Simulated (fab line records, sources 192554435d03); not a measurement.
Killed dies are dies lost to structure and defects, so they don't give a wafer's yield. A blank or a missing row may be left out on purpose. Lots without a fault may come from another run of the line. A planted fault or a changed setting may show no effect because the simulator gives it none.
fab line records | flow n5_finfet
record lots=5 wafers=14 last_day=18
route steps=1938 shown BEOL_M8@1393 BEOL_M9@1401 PASSIVATION@1936
lots that met no fault: from a run of the same line without faults
start_h: hours from the record's first day to the start of the lot's first wafer shown | wait_h: hours since the lot's step before | " the same as in the row above | L1.1+2: a row that stands for several wafers | - no value, or no start given | * or withheld: withheld | < > ~ a bound
route shown NAME@n: a module of which the file shows steps, and the number in the route of the first | usual: mean/standard deviation of fault-free wafers | same: alike in all rows | chamber/n: place in a boat | sites: the reading at each site | _std_site: their standard deviation | _edge_site: outer sites' mean less inner sites' | radius_mm: how far each site lies from the wafer's centre | mask NAME#n: copy n | behind: the tool/chamber that last shaped the wafer | hold: why the lot was held/for how many hours/how that ended | device: the transistor (n, p or np) that didn't switch | end of line: the same wafers' tests at the end of the route | a step without rows: its recipe alone | killed: dies lost to structure and defects at the first sort, not the wafer's yield | map: a wafer's dies, x killed, . not, _ none there
set.NAME: the setting as run; set.NAME@STEP: as run at that earlier step | model.NAME: the simulator's own value behind a step, which no gauge read
lots at some steps of the route; a table a step, a row a wafer
services: from which hour (start_h, from the record's first day; less than 0 if before it) a tool's chamber was out of use, for how many hours, and why
## steps
# step N5_BEOL_M8_ECD_50
# recipe material=Cu target_thk_a=3000
# step N5_BEOL_M8_ANNEAL_51
# recipe temp_c=225 time_s=90 ambient=N2
# step N5_BEOL_M8_CMP_52
# recipe stop_on=SiCOH_lowk t_overpolish_s=6.9 down_force_psi=1 platen_rpm=50 clearing_platen_down_force_psi=1.5 clearing_platen_rpm=50 post_cmp_clean=cu_alkaline target_thk_nm=80 clearing_platen_pad_velocity_m_s=0.99484 pad_velocity_m_s=0.99484
# usual barrier_field_endpoint_s=28.6/0.58 clearing_platen_rpm=49.999/0.028 motor_current_A=6.4/0.39 overpolish_run_s=6.900/0.011 platen_rpm=50.00/0.034 time_to_endpoint_s=60.9/2.4
# columns lot.wafer tool chamber start_h wait_h barrier_field_endpoint_s clearing_platen_rpm motor_current_A overpolish_run_s platen_rpm time_to_endpoint_s
L549.2 cmp-01 2 209.48 0.3 28.6 49.996 6.3 6.893 49.99 60.6
L549.5 " 3 " " 28.2 50.024 6.0 6.899 49.98 56.4
L549.6 " 0 " " 29.5 49.999 7.1 6.904 50.03 58.6
L552.1 cmp-01 2 226.90 0.3 27.9 49.991 6.4 6.897 49.95 60.0
L552.3 " 3 " " 28.6 49.994 6.0 6.919 49.98 60.6
L552.6 " 1 " " 28.2 49.955 6.1 6.913 49.96 58.8
L556.4 cmp-02 1 260.99 0.2 27.7 50.002 6.2 6.889 50.05 55.8
L556.2 " 2 " " 27.8 49.968 6.9 6.918 49.98 57.0
L556.1 " 3 " " 28.2 49.998 5.8 6.877 50.01 60.0
L560.1 cmp-01 0 277.11 0.5 28.6 49.999 7.0 6.895 50.03 59.7
L560.3 " 1 " " 28.5 49.980 6.4 6.919 49.97 60.6
L570.2 cmp-04 1 353.82 0.2 27.9 50.076 6.2 6.887 49.97 57.8
L570.4 " 0 " " 29.6 49.969 6.1 6.902 50.01 59.9
L570.6 " 1 " " 28.2 50.046 5.9 6.906 49.95 60.3
# step N5_BEOL_M8_THK_MEAS_53
# recipe thk_meas_gauge=xrf reads=Cu_of_BEOL_M8_ECD_50
# usual M8_THK=78.7/1.3
# columns lot.wafer tool chamber start_h wait_h M8_THK[nm]
L549.2 film_metro-01 - 209.66 - 77.7
L549.5 " - " " 77.9
L549.6 " - " " 77.9
L552.1 film_metro-02 - 227.15 - 78.5
L552.3 " - " " 79.2
L552.6 " - " " 78.4
L556.1 film_metro-02 - 261.25 - 78.1
L556.2 " - " " 80.6
L556.4 " - " " 79.2
L560.1 film_metro-02 - 277.40 - 78.9
L560.3 " - " " 76.7
L570.2 film_metro-02 - 354.12 - 79.5
L570.4 " - " " 78.8
L570.6 " - " " 79.2
# step N5_BEOL_M8_PRE_CLEAN_55
# recipe gas=NH3 time_s=15 temp_c=withheld rf_power_w=300
# step N5_BEOL_M8_DEP_56
# recipe material=SiCN target_thk_a=100 temp_c=withheld precursor=3MS/NH3 pressure_torr=3 rf_w=202 time_s=17.5
# step N5_BEOL_M8_RS_MEAS_57
# recipe thk_meas_gauge=four-point-probe reads=Cu_of_BEOL_M8_ECD_50+Co_of_BEOL_M8_CVD_78+TaN_of_BEOL_M8_ALD_77
# usual M8_RS=0.287/0.0056
# columns lot.wafer tool chamber start_h wait_h M8_RS[ohm/sq]
L549.2 film_metro-01 - 209.79 0.1 0.293
L549.5 " - " " 0.294
L549.6 " - " " 0.294
L552.1 film_metro-02 - 227.28 0.1 0.285
L552.3 " - " " 0.282
L552.6 " - " " 0.288
L556.1 film_metro-01 - 261.38 0.1 0.288
L556.2 " - " " 0.278
L556.4 " - " " 0.283
L560.1 film_metro-01 - 277.54 0.1 0.286
L560.3 " - " " 0.296
L570.2 film_metro-02 - 354.25 0.1 0.284
L570.4 " - " " 0.285
L570.6 " - " " 0.285
# step N5_BEOL_M8_INSPECT_58
# recipe inspect_instrument=darkfield mode=post_dep
# usual raw_defect_count=71/22
# columns lot.wafer tool chamber start_h wait_h raw_defect_count
L549.2 defect_inspect-02 - 209.82 0.0 64
L549.5 " - " " 96
L549.6 " - " " 100
L552.1 defect_inspect-01 - 227.31 0.0 28
L552.3 " - " " 40
L552.6 " - " " 58
L556.1 defect_inspect-02 - 261.41 0.0 94
L556.2 " - " " 110
L556.4 " - " " 81
L560.1 defect_inspect-02 - 277.56 0.0 45
L560.3 " - " " 82
L570.2 defect_inspect-01 - 354.27 0.0 45
L570.4 " - " " 50
L570.6 " - " " 64
# step N5_BEOL_M9_ILD_DEP_00
# recipe material=SiCOH_lowk target_thk_a=3085.1 temp_c=300 precursor=DEMS/porogen pressure_torr=5 rf_w=500 time_s=58
# usual heater_power_outer_w=144/26 heater_power_w=305/50 showerhead_plenum_p_Torr=5.746/0.014 throttle_valve_pct=14.1/0.63
# columns lot.wafer tool chamber start_h wait_h heater_power_outer_w heater_power_w showerhead_plenum_p_Torr throttle_valve_pct
L549.2 pecvd-03 2 209.86 0.0 100 209 5.741 13.8
L549.5 " 0 " " 144 295 5.763 15.6
L549.6 " 1 " " 122 278 5.752 13.7
L552.1 pecvd-01 0 227.35 0.0 162 356 5.724 13.6
L552.3 " 0 " " 164 357 5.714 13.5
L552.6 " 0 " " 173 365 5.732 13.7
L556.1 pecvd-03 2 261.44 0.0 132 251 5.759 14.0
L556.2 " 1 " " 175 361 5.769 13.6
L556.4 " 0 " " 142 285 5.753 15.5
L560.1 pecvd-03 1 277.60 0.0 126 294 5.741 13.8
L560.3 " 2 " " 130 242 5.762 14.2
L570.2 pecvd-03 2 354.31 0.0 143 268 5.733 14.0
L570.4 " 0 " " 96 229 5.747 15.4
L570.6 " 1 " " 172 353 5.755 13.7
# step N5_BEOL_M9_CURE_71
# recipe temp_c=385 time_s=240 ambient=He/Ar material=SiCOH_lowk
# step N5_BEOL_M9_THK_MEAS_01
# recipe reads=SiCOH_lowk_of_BEOL_M9_ILD_DEP_00
# usual M9_ILD_THK=268/3.3
# columns lot.wafer tool chamber start_h wait_h M9_ILD_THK[nm]
L549.2 film_metro-02 - 211.08 0.4 269
L549.5 " - " " 268
L549.6 " - " " 271
L552.1 film_metro-02 - 228.00 0.4 264
L552.3 " - " " 270
L552.6 " - " " 266
L556.1 film_metro-02 - 262.03 0.4 268
L556.2 " - " " 267
L556.4 " - " " 275
L560.1 film_metro-01 - 278.19 0.4 263
L560.3 " - " " 266
L570.2 film_metro-01 - 354.90 0.4 266
L570.4 " - " " 270
L570.6 " - " " 270
# step N5_BEOL_M9_PECVD_70
# recipe material=SiO2 target_thk_a=200 temp_c=400 precursor=TEOS/O2 pressure_torr=5.5 rf_w=450 teos_flow_sccm=53.8 gas=O2 flow_sccm=3000 time_s=22.7
# usual heater_power_outer_w=426/52 heater_power_w=710/91 showerhead_plenum_p_Torr=8.81/0.046 throttle_valve_pct=22.5/0.9
# columns lot.wafer tool chamber start_h wait_h heater_power_outer_w heater_power_w showerhead_plenum_p_Torr throttle_valve_pct
L549.2 pecvd-02 1 211.12 0.0 388 652 8.86 21.3
L549.5 " 0 " " 429 736 8.89 23.0
L549.6 " 2 " " 473 746 8.77 22.0
L552.1 pecvd-02 2 228.03 0.0 397 655 8.78 21.8
L552.3 " 1 " " 407 698 8.84 21.6
L552.6 " 1 " " 413 700 8.84 21.7
L556.1 pecvd-01 2 262.07 0.0 379 623 8.76 21.7
L556.2 " 0 " " 376 667 8.72 22.1
L556.4 " 1 " " 447 762 8.83 23.2
L560.1 pecvd-01 0 278.23 0.0 488 819 8.73 22.4
L560.3 " 2 " " 341 563 8.77 21.6
L570.2 pecvd-02 2 354.94 0.0 499 762 8.78 22.6
L570.4 " 1 " " 391 683 8.85 21.3
L570.6 " 2 " " 491 769 8.78 22.4
# step N5_BEOL_M9_HM_DEP_02
# recipe material=TiN target_thk_a=200 temp_c=25 chamber_pressure_pa=0.49996
# usual substrate_temp_c=25.02/0.11 throttle_valve_pct=30.8/0.77
# columns lot.wafer tool chamber start_h wait_h substrate_temp_c throttle_valve_pct model.TiN_of_BEOL_M9_HM_DEP_02.thk_nm
L549.2 pvd_sputter-03 - 212.75 1.6 25.15 30.1 20
L549.5 " - " " 25.13 30.0 20
L549.6 " - " " 25.16 29.4 20
L552.1 pvd_sputter-03 - 228.54 0.5 24.89 30.5 20
L552.3 " - " " 24.79 31.1 20.2
L552.6 " - " " 25.03 29.3 20
L556.1 pvd_sputter-01 - 262.13 0.0 24.85 30.7 19.8
L556.2 " - " " 25.14 31.2 19.8
L556.4 " - " " 25.01 30.6 19.6
L560.1 pvd_sputter-03 - 278.57 0.3 25.08 30.9 20
L560.3 " - " " 24.95 31.2 17.2
L570.2 pvd_sputter-01 - 355.55 0.6 24.94 31.2 19.8
L570.4 " - " " 25.05 31.9 20
L570.6 " - " " 24.85 31.3 19.8
# step N5_BEOL_M9_COAT_59
# recipe resist=SOC temp_c=250 time_s=60 spin_rpm=1500 resist_thk_nm=100
# step N5_BEOL_M9_COAT_60
# recipe resist=SiARC temp_c=220 time_s=60 spin_rpm=1500 resist_thk_nm=30
# step N5_BEOL_M9_COAT_05
# recipe resist=CAR-ArF spin_rpm=1500 resist_thk_nm=90
# step N5_BEOL_M9_EBR_07
# recipe solvent=PGMEA ebr_width_mm=1.5
# step N5_BEOL_M9_SOFTBAKE_06
# recipe temp_c=110 time_s=60 resist=CAR-ArF
# step N5_BEOL_M9_EXPOSE_08
# recipe mask_id=M9 na=1.35 source_shape=dipole sigma_inner=0.411 sigma_outer=0.611 polarization=te dose_mj=53.75
# step N5_BEOL_M9_PEB_09
# recipe peb_temp_c=withheld peb_time_s=60 resist=CAR-ArF
# step N5_BEOL_M9_DEVELOP_10
# recipe develop_time_s=30 developer=TMAH resist=CAR-ArF rinse_liquid=diw dry=air_spin dev_temp_c=23
# step N5_BEOL_M9_CD_MEAS_11
# recipe target_cd_nm=64.1 landing_energy_ev=500 detector=se_inlens polarity=opening
# usual cd_nm=64.2/0.45
# columns lot.wafer tool chamber start_h wait_h cd_nm
L549.2 cd_sem-01 0 213.25 - 64.7
L549.5 " 0 " " 64.3
L549.6 " 0 " " 64.5
L552.1 cd_sem-01 0 229.04 - 64.7
L552.3 " 0 " " 65.1
L552.6 " 0 " " 64.3
L556.1 cd_sem-02 0 262.63 - 65.6
L556.2 " 0 " " 64.1
L556.4 " 0 " " 65.4
L560.1 cd_sem-03 0 279.07 - 63.6
L560.3 " 0 " " 64.2
L570.2 cd_sem-01 0 356.05 - 63.8
L570.4 " 0 " " 64.2
L570.6 " 0 " " 64.1
# step N5_BEOL_M9_OVL_MEAS_12
# recipe points_per_wafer=44
# usual M9_OVL=-0.4/0.76
# columns lot.wafer tool chamber start_h wait_h M9_OVL[nm]
L549.2 overlay-02 0 213.28 0.0 -0.5
L549.5 " 0 " " -0.1
L549.6 " 0 " " -0.9
L552.1 overlay-01 0 229.07 0.0 0.2
L552.3 " 0 " " 0.5
L552.6 " 0 " " -0.4
L556.1 overlay-02 0 262.66 0.0 -1.4
L556.2 " 0 " " -2.0
L556.4 " 0 " " -0.9
L560.1 overlay-02 0 279.10 0.0 -0.3
L560.3 " 0 " " -1.3
L570.2 overlay-02 0 356.08 0.0 -1.2
L570.4 " 0 " " -0.2
L570.6 " 0 " " 0.3
# step N5_BEOL_M9_INSPECT_13
# recipe mode=adi inspect_instrument=brightfield
# usual raw_defect_count=387/88
# columns lot.wafer tool chamber start_h wait_h raw_defect_count
L549.2 defect_inspect-01 - 213.30 0.0 306
L549.5 " - " " 403
L549.6 " - " " 360
L552.1 defect_inspect-01 - 229.09 0.0 314
L552.3 " - " " 309
L552.6 " - " " 368
L556.1 defect_inspect-02 - 262.68 0.0 536
L556.2 " - " " 593
L556.4 " - " " 423
L560.1 defect_inspect-02 - 279.12 0.0 363
L560.3 " - " " 477
L570.2 defect_inspect-01 - 356.10 0.0 356
L570.4 " - " " 356
L570.6 " - " " 348
# step N5_BEOL_M9_DESCUM_16
# recipe chemistry=O2 time_s=7.9 source_power_w=50 bias_power_w=20 pressure_mtorr=20 rf_frequency_hz=2.712e+07 temp_c=40 resist=CAR-ArF o2_flow_sccm=225
# step N5_BEOL_M9_ETCH_61
# recipe chemistry=CF4 target=SiARC target_depth_a=390 mask_material=CAR-ArF time_s=65 ion_energy_ev=80 pressure_mtorr=40 source_w=545 bias_w=36 Ar_flow_sccm=100 cf4_flow_sccm=100 ends=cleared
# step N5_BEOL_M9_ETCH_62
# recipe chemistry=N2/H2 target=SOC target_depth_a=1100 overetch_a=220 mask_material=SiARC temp_c=40 time_s=165 ion_energy_ev=200 pressure_mtorr=30 source_w=840 bias_w=150 n2_flow_sccm=200 h2_flow_sccm=200
# usual drypump_motor_current_A=5.6/0.39 oes_product_au=0.66/0.071 rf_vpp_V=523.5/2.4 showerhead_plenum_p_Torr=2.53/0.082 throttle_valve_pct=17.85/0.26
# columns lot.wafer tool chamber start_h wait_h drypump_motor_current_A oes_product_au rf_hours_counter_h rf_vpp_V showerhead_plenum_p_Torr throttle_valve_pct
L549.2 rie_diel-04 1 213.43 0.0 5.9 0.57 241 525.5 2.61 17.92
L549.5 " 0 " " 5.6 0.69 - 522.9 2.48 17.86
L549.6 " 1 " " 5.9 0.57 - 525.7 2.61 17.91
L552.1 rie_diel-05 3 229.27 0.0 5.7 0.70 101 521.9 2.46 17.53
L552.3 " 0 " " 6.0 0.61 208 526.1 2.62 18.27
L552.6 " 2 " " 5.1 0.72 - 525.2 2.57 17.62
L556.1 rie_diel-04 2 262.90 0.0 6.5 0.75 29 521.4 2.47 17.87
L556.2 " 0 " " 5.6 0.66 87 520.8 2.47 17.88
L556.4 " 3 " " 5.1 0.64 - 524.0 2.54 18.20
L560.1 rie_diel-06 0 279.24 0.0 5.7 0.78 15 525.0 2.61 17.43
L560.3 " 2 " " 5.9 0.59 233 525.6 2.61 17.90
L570.2 rie_diel-05 2 356.22 0.0 5.1 0.69 100 525.8 2.55 17.66
L570.4 " 0 " " 6.0 0.58 249 526.5 2.60 18.34
L570.6 " 2 " " 5.1 0.69 - 524.2 2.55 17.66
# step N5_BEOL_M9_STRIP_68
# recipe chemistry=N2/H2 temp_c=40 n2_flow_sccm=200 h2_flow_sccm=200 rf_frequency_hz=6e+07
# step N5_BEOL_M9_STRIP_67
# recipe chemistry=CF4 resist=SiARC power_w=300 bias_power_w=75 pressure_mtorr=50 cf4_flow_sccm=150 rf_frequency_hz=6e+07
# step N5_BEOL_M9_HM_OPEN_17
# recipe chemistry=Cl2/BCl3 target_depth_a=200 overetch_a=60 target=TiN mask_material=SOC ion_energy_ev=150 pressure_mtorr=10 icp_w=1000 bias_w=126 Cl2_flow_sccm=53.25 bcl3_flow_sccm=21.75 Ar_flow_sccm=25
# usual drypump_motor_current_A=5.6/0.47 oes_product_au=0.64/0.086 throttle_valve_pct=22.21/0.2
# columns lot.wafer tool chamber start_h wait_h drypump_motor_current_A oes_product_au rf_hours_counter_h throttle_valve_pct model.etch.depth_nm
L549.2 rie_metal-02 0 213.62 0.0 4.8 0.54 108 21.99 20.02
L549.5 " 1 " " 6.2 0.55 - 22.41 20.03
L549.6 " 0 " " 4.8 0.54 - 21.99 19.94
L552.1 rie_metal-03 1 229.46 0.0 5.7 0.65 40 22.01 20.02
L552.3 " 0 " " 5.6 0.70 - 22.30 20.12
L552.6 " 1 " " 5.7 0.65 - 22.00 19.95
L556.1 rie_metal-02 1 263.09 0.0 6.2 0.54 103 22.42 19.85
L556.2 " 0 " " 4.8 0.53 113 22.01 19.7
L556.4 " 0 " " 4.8 0.53 - 22.02 19.64
L560.1 rie_metal-03 0 279.43 0.0 5.5 0.69 34 22.32 20
L560.3 " 1 " " 5.7 0.60 - 22.11 17.21
L570.2 rie_metal-03 0 356.41 0.0 5.5 0.67 41 22.33 19.88
L570.4 " 0 " " 5.6 0.67 - 22.33 19.91
L570.6 " 0 " " 5.6 0.66 - 22.33 19.78
# step N5_BEOL_M9_STRIP_19
# recipe chemistry=O2 power_w=400 temp_c=40 pressure_mtorr=30 rf_frequency_hz=6e+07 bias_power_w=0 overash_fraction=0.2 o2_flow_sccm=225
# usual drypump_motor_current_A=5.7/0.41 oes_product_au=0.79/0.091 rf_vpp_V=3.7/0.6 showerhead_plenum_p_Torr=2.09/0.062 throttle_valve_pct=16.73/0.26
# columns lot.wafer tool chamber start_h wait_h drypump_motor_current_A oes_product_au rf_hours_counter_h rf_vpp_V showerhead_plenum_p_Torr throttle_valve_pct
L549.2 rie_diel-05 3 213.74 0.1 5.6 0.82 96 4.8 2.03 16.45
L549.5 " 3 " " 5.6 0.82 - 4.1 2.03 16.45
L549.6 " 0 " " 5.9 0.72 - 3.1 2.16 17.09
L552.1 rie_diel-05 3 229.57 0.1 5.7 0.81 101 4.4 2.03 16.45
L552.3 " 1 " " 5.5 0.71 200 3.7 2.00 16.87
L552.6 " 3 " " 5.7 0.82 - 2.6 2.03 16.47
L556.1 rie_diel-04 0 263.46 0.3 5.6 0.81 88 4.0 2.04 16.78
L556.2 " 3 " " 5.1 0.75 171 3.2 2.09 16.98
L556.4 " 2 " " 6.5 0.91 - 3.1 2.04 16.81
L560.1 rie_diel-04 3 279.58 0.1 5.1 0.75 176 3.6 2.08 17.00
L560.3 " 2 " " 6.5 0.89 35 2.9 2.04 16.81
L570.2 rie_diel-06 2 356.52 0.1 5.9 1.03 0 3.7 2.15 16.42
L570.4 " 2 " " 6.0 1.01 - 3.1 2.15 16.41
L570.6 " 1 " " 5.8 0.70 - 3.1 2.00 16.98
# step N5_BEOL_M9_CD_MEAS_18
# recipe pitch_nm=140 target_cd_nm=70
# usual cd_nm=70.1/0.54
# columns lot.wafer tool chamber start_h wait_h cd_nm
L549.2 cd_sem-03 - 213.81 0.1 70.6
L549.5 " - " " 70.4
L549.6 " - " " 70.0
L552.1 cd_sem-02 - 229.64 0.0 70.8
L552.3 " - " " 70.9
L552.6 " - " " 69.9
L556.1 cd_sem-03 - 263.53 0.0 70.9
L556.2 " - " " 70.3
L556.4 " - " " 71.2
L560.1 cd_sem-02 - 279.65 0.0 69.9
L560.3 " - " " 69.4
L570.2 cd_sem-03 - 356.59 0.1 69.6
L570.4 " - " " 70.2
L570.6 " - " " 70.4
# step N5_BEOL_M9_COAT_63
# recipe resist=SOC temp_c=250 time_s=60 spin_rpm=1500 resist_thk_nm=60
# step N5_BEOL_M9_COAT_64
# recipe resist=SiARC temp_c=220 time_s=60 spin_rpm=1500 resist_thk_nm=12
# step N5_BEOL_M9_COAT_75
# recipe resist=underlayer temp_c=205 time_s=60 spin_rpm=1500 resist_thk_nm=5
# step N5_BEOL_M9_COAT_22
# recipe resist=CAR-EUV spin_rpm=1500 resist_thk_nm=30
# step N5_BEOL_M9_EBR_24
# recipe solvent=PGMEA ebr_width_mm=1.5
# step N5_BEOL_M9_SOFTBAKE_23
# recipe temp_c=110 time_s=60 resist=CAR-EUV
# step N5_BEOL_M9_EXPOSE_25
# recipe mask_id=V8 na=0.33 source_shape=annular sigma_inner=0.4 sigma_outer=0.8 polarization=unpolarized dose_mj=37.25
# step N5_BEOL_M9_PEB_26
# recipe peb_temp_c=100 peb_time_s=60 resist=CAR-EUV
# step N5_BEOL_M9_DEVELOP_27
# recipe develop_time_s=30 developer=TMAH resist=CAR-EUV rinse_liquid=surfactant_rinse dry=air_spin dev_temp_c=23
# step N5_BEOL_M9_CD_MEAS_28
# recipe target_cd_nm=70 landing_energy_ev=500 detector=se_inlens polarity=opening
# usual cd_nm=70.02/0.24
# columns lot.wafer tool chamber start_h wait_h cd_nm
L549.2 cd_sem-01 0 214.12 - 69.89
L549.5 " 0 " " 69.82
L549.6 " 0 " " 69.72
L552.1 cd_sem-01 0 231.32 - 70.13
L552.3 " 0 " " 69.76
L552.6 " 0 " " 70.16
L556.1 cd_sem-03 0 263.83 - 70.05
L556.2 " 0 " " 70.08
L556.4 " 0 " " 69.94
L560.1 cd_sem-02 0 280.45 - 70.57
L560.3 " 0 " " 69.95
L570.2 cd_sem-02 0 359.38 - 69.88
L570.4 " 0 " " 69.55
L570.6 " 0 " " 69.53
# step N5_BEOL_M9_TRENCH_ETCH_37
# recipe chemistry=C4F6/O2 target_depth_a=1514.3 target=SiCOH_lowk time_s=49 ion_energy_ev=250 pressure_mtorr=30 source_w=345 bias_w=185 Ar_flow_sccm=300 C4F6_flow_sccm=10 O2_flow_sccm=10
# usual drypump_motor_current_A=5.6/0.39 oes_product_au=0.77/0.081 rf_vpp_V=666/7 showerhead_plenum_p_Torr=2.82/0.09 throttle_valve_pct=21.00/0.24
# columns lot.wafer tool chamber start_h wait_h drypump_motor_current_A oes_product_au rf_hours_counter_h rf_vpp_V showerhead_plenum_p_Torr throttle_valve_pct model.TiN_of_BEOL_M9_HM_DEP_02.thk_nm
L549.2 rie_diel-05 0 - - 6.0 0.71 204 669 2.93 21.36 16
L549.5 " 1 " " 5.5 0.70 - 670 2.71 21.03 15.8
L549.6 " 2 " " 5.1 0.86 - 660 2.88 20.85 15.8
L552.1 rie_diel-05 2 - - 5.1 0.85 66 661 2.88 20.85 15.8
L552.3 " 3 " " 5.6 0.81 101 660 2.74 20.61 16
L552.6 " 1 " " 5.5 0.70 - 669 2.71 21.04 15.8
L556.1 rie_diel-05 0 - - 6.0 0.70 221 668 2.93 21.40 15.8
L556.2 " 3 " " 5.7 0.81 114 661 2.74 20.64 15.4
L556.4 " 1 " " 5.5 0.70 213 670 2.70 21.06 15.4
L560.1 rie_diel-05 0 - - 6.0 0.69 225 666 2.92 21.39 15.8
L560.3 " 2 " " 5.1 0.84 77 661 2.88 20.87 13
L570.2 rie_diel-05 1 - - 5.5 0.67 241 669 2.69 21.11 15.8
L570.4 " 0 " " 6.0 0.68 250 666 2.91 21.43 15.8
L570.6 " 2 " " 5.1 0.80 - 661 2.87 20.91 15.6
# step N5_PASSIVATION_PROBE_49
# usual defect_limited_yield=91.4/1.5 killed_at_M0_to_M3=31/11 killed_at_M4_up=13/5.5 killed_at_contacts=13/6.3 killed_at_front_end=40/13 killed_at_other=3.3/2.6 killed_dies=101/18 killed_open=67/13 killed_short=33/7.9 sort_bin_5_function=5.1/1 sort_bin_6_memory=3.2/0.68 sort_n_pass=1079/18 sort_yield_pct=91.4/1.5
# same gross_dies=1180 killed_at_back_side=0 sort_bin_4_leakage[%]=0 sort_bin_8_speed[%]=0
# columns lot.wafer tool chamber start_h wait_h defect_limited_yield[%] killed_at_M0_to_M3 killed_at_M4_up killed_at_contacts killed_at_front_end killed_at_other killed_dies killed_open killed_short sort_bin_5_function[%] sort_bin_6_memory[%] sort_n_pass sort_yield_pct[%]
L560.1 prober-01 - 337.82 0.0 93.0 29 13 8 32 1 83 59 23 5.1 1.7 1097 93.0
# killed by level:class
L560.1 FIN_SAQP:geometric_particle:open=14 BEOL_M0_SAQP:geometric_particle:short=9 BEOL_M1:geometric_particle:open=7 MOL_CONTACT_COAG:geometric_particle:open=7 BEOL_M4:geometric_particle:open=7 BEOL_M0_SAQP:geometric_particle:open=6 FIN_SAQP:geometric_particle:short=5 BEOL_M2:geometric_particle:open=5
## services
# columns tool chamber start_h hours kind
cmp-01 - 191.11 0.3 repair
rie_metal-03 - 208.83 0.7 repair
pecvd-01 2 220.00 - clean
rie_metal-02 1 223.28 6.9 repair
cmp-04 - 229.25 4.0 pm
cmp-01 - 240.50 0.6 repair
rie_diel-04 1 244.83 - clean
rie_diel-04 1 244.83 - consumable_replace:focus_ring
rie_diel-04 1 244.83 22.6 scheduled_down
rie_diel-04 1 244.83 22.6 vent_cycle
pecvd-01 0 249.50 5.5 scheduled_down
pecvd-03 - 254.41 2.8 pm
cmp-04 - 265.45 1.7 repair
cmp-01 - 279.26 2.2 repair
rie_metal-03 1 284.91 1.2 repair
rie_diel-04 - 284.96 14.6 pm
pecvd-02 2 286.00 2.1 scheduled_down
pecvd-01 - 296.54 5.5 pm
pecvd-03 1 304.93 5.0 scheduled_down
cmp-01 - 325.82 5.9 pm
rie_diel-04 1 335.55 41.2 repair
rie_metal-02 - 341.80 0.9 repair
pecvd-01 0 346.79 4.9 repair
cmp-02 - 352.06 0.4 repair
## key
first_sign none at tools or gauges
model_effect step=N5_BEOL_M9_HM_DEP_02 value=TiN_of_BEOL_M9_HM_DEP_02.thk_nm without=20 struck=17.2
model_effect step=N5_BEOL_M9_HM_OPEN_17 value=etch.depth_nm without=19.99 struck=17.21
model_effect step=N5_BEOL_M9_TRENCH_ETCH_37 value=TiN_of_BEOL_M9_HM_DEP_02.thk_nm without=15.8 struck=13
met_at N5_BEOL_M9_HM_DEP_02
struck_wafers L560.3
onset_between 228.54 278.57
fault kind=process_parameter_drift tool=pvd_sputter-03 chamber=- onset_h=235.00 steps=N5_BEOL_M9_HM_DEP_02 channel=target_thk_a offset=* shape=step end_h=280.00 scope=struck_wafers_only acts_in=* stated=*
